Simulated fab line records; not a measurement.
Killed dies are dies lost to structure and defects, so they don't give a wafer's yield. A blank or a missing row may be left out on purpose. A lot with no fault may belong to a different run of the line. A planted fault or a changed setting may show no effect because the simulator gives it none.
Chamber matching | flow nand_harc | NHARC_A_CHANNEL_HOLE_D2_ETCH_38 on rie_diel-03: 4 sister chambers
The step etches the open film in CF4, target depth 39 nm, time 65 s. 4 wafers are shown with their chamber, then 10 later ones without.

== WAFERS PAIRED WITH THEIR CHAMBERS ==
wafer  | chamber | drypump_motor_current_A (A)
L083.5 | 2       | 5.1
L085.1 | 3       | 5.9
L086.1 | 1       | 5.1
L086.2 | 0       | 6.1

== WAFERS WITH NO CHAMBER GIVEN ==
wafer  | drypump_motor_current_A (A)
L086.6 | 5.1
L090.3 | 5.9
L090.5 | 6.2
L090.6 | 5.9
L093.1 | 5.0
L093.4 | 5.1
L093.5 | 6.2
L097.2 | 5.1
L097.3 | 5.9
L097.6 | 5.9

== WHICH CHAMBER EACH ONE RAN IN ==
wafer  | from the rows above     | in truth
L086.6 | can't be placed: 1 or 2 | 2
L090.3 | 3                       | 3
L090.5 | 0                       | 0
L090.6 | 3                       | 3
L093.1 | can't be placed: 1 or 2 | 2
L093.4 | can't be placed: 1 or 2 | 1
L093.5 | 0                       | 0
L097.2 | can't be placed: 1 or 2 | 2
L097.3 | 3                       | 3
L097.6 | 3                       | 3
Correct placement for 6 of the 10. Can't be placed from these rows: 4 (the true chamber is among the candidates in 4). Number placed wrongly: 0.
How it was worked out, from the rows above alone: a wafer's distance from a chamber is the root of the sum, over the readings, of the square of ((its reading less the chamber's mean) divided by the reading's scatter). If the next closest chamber is less than 2 further off than the closest, the wafer can't be placed; otherwise it belongs to the closest. Each chamber's mean is taken over the wafers shown for it. The scatter: root of mean squared gap, hidden wafer to nearest shown wafer, with one shown wafer a chamber.
